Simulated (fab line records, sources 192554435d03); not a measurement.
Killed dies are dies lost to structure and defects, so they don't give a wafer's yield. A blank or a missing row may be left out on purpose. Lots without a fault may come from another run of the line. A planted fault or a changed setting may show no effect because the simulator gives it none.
Chamber matching | flow n5_finfet | N5_BEOL_M10_DEP_56 on pecvd-04: 3 sister chambers
The step deposits SiCN from 3MS/NH3, target thk 15 nm, time 26.5 s. 6 wafers are shown with their chamber, then 10 later ones without.

WAFERS WITH THEIR CHAMBER
wafer  | chamber | showerhead_plenum_p_Torr (Torr) | throttle_valve_pct (%)
L084.3 | 0       | 3.663                           | 9.5
L084.6 | 0       | 3.663                           | 9.3
L086.2 | 1       | 3.658                           | 8.8
L086.5 | 2       | 3.633                           | 9.8
L089.2 | 2       | 3.642                           | 9.5
L089.4 | 1       | 3.650                           | 8.6

WAFERS WITHOUT THEIR CHAMBER
wafer  | showerhead_plenum_p_Torr (Torr) | throttle_valve_pct (%)
L089.6 | 3.659                           | 9.4
L092.1 | 3.640                           | 9.6
L092.2 | 3.652                           | 9.2
L092.4 | 3.650                           | 8.8
L093.1 | 3.639                           | 9.5
L093.3 | 3.650                           | 9.0
L093.4 | 3.638                           | 9.5
L094.1 | 3.644                           | 8.9
L094.3 | 3.658                           | 9.3
L094.6 | 3.646                           | 9.0

WHICH CHAMBER EACH WENT THROUGH
wafer  | from the rows above          | in truth
L089.6 | 0                            | 0
L092.1 | 2                            | 2
L092.2 | can't be placed: 0 or 1 or 2 | 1
L092.4 | 1                            | 1
L093.1 | 2                            | 2
L093.3 | can't be placed: 1 or 0      | 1
L093.4 | 2                            | 2
L094.1 | 1                            | 1
L094.3 | 0                            | 0
L094.6 | can't be placed: 1 or 0 or 2 | 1
Placed correctly: 7 of 10. Can't be placed from these rows: 3 (the true chamber is among the candidates in 3). Placed wrongly: 0.
How it was worked out, from the rows above alone: a wafer's distance from a chamber is the root of the sum, over the readings, of the square of ((its reading less the chamber's mean) divided by the reading's scatter). The wafer belongs to the nearest chamber; if the next one is less than 2 further off, it can't be placed. A chamber's mean is the mean of its shown wafers. The scatter: the root of (the sum of the squares of (reading less its chamber's mean) over the shown wafers, divided by (wafers less chambers)).
